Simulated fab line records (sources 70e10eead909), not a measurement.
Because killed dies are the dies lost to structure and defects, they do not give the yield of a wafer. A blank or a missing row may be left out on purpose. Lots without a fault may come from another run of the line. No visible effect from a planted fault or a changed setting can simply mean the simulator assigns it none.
Matching of chambers	flow nand_harc	NHARC_A_M0_PRE_CLEAN_31 on pecvd-02 has 3 sister chambers
The step time 12 s. 6 wafers are shown with their chamber, then 9 later ones without.

WAFERS PAIRED WITH THEIR CHAMBERS
wafer	chamber	heater_power_w (W)
L089.1	1	470
L089.4	2	684
L089.5	0	480
L091.4	1	493
L091.5	0	481
L091.6	2	570

WAFERS WITH NO CHAMBER GIVEN
wafer	heater_power_w (W)
L092.2	561
L092.3	552
L092.6	673
L095.1	680
L095.2	560
L095.3	540
L093.1	493
L093.3	524
L093.4	538

EACH ONE'S CHAMBER
wafer	from the rows above	in truth
L092.2	can't be placed: 2 or 1 or 0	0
L092.3	can't be placed: 1 or 0 or 2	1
L092.6	2	2
L095.1	2	2
L095.2	can't be placed: 2 or 1 or 0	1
L095.3	can't be placed: 1 or 0 or 2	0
L093.1	can't be placed: 1 or 0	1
L093.3	can't be placed: 1 or 0 or 2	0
L093.4	can't be placed: 1 or 0 or 2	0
2 of 9 placed correctly. These rows do not allow placing 7 (true chamber among the candidates in 7). 0 placed wrongly.
How it was worked out, from the rows above alone: a wafer's distance from a chamber is the root of the sum, over the readings, of the square of ((its reading less the chamber's mean) divided by the reading's scatter). The wafer belongs to the nearest chamber; if the next one is less than 2 further off, it can't be placed. For every chamber, the mean is computed from those of its wafers that are shown. The scatter is the square root of a quotient: the sum, over the shown wafers, of each reading's squared deviation from its chamber's mean, divided by wafers minus chambers.
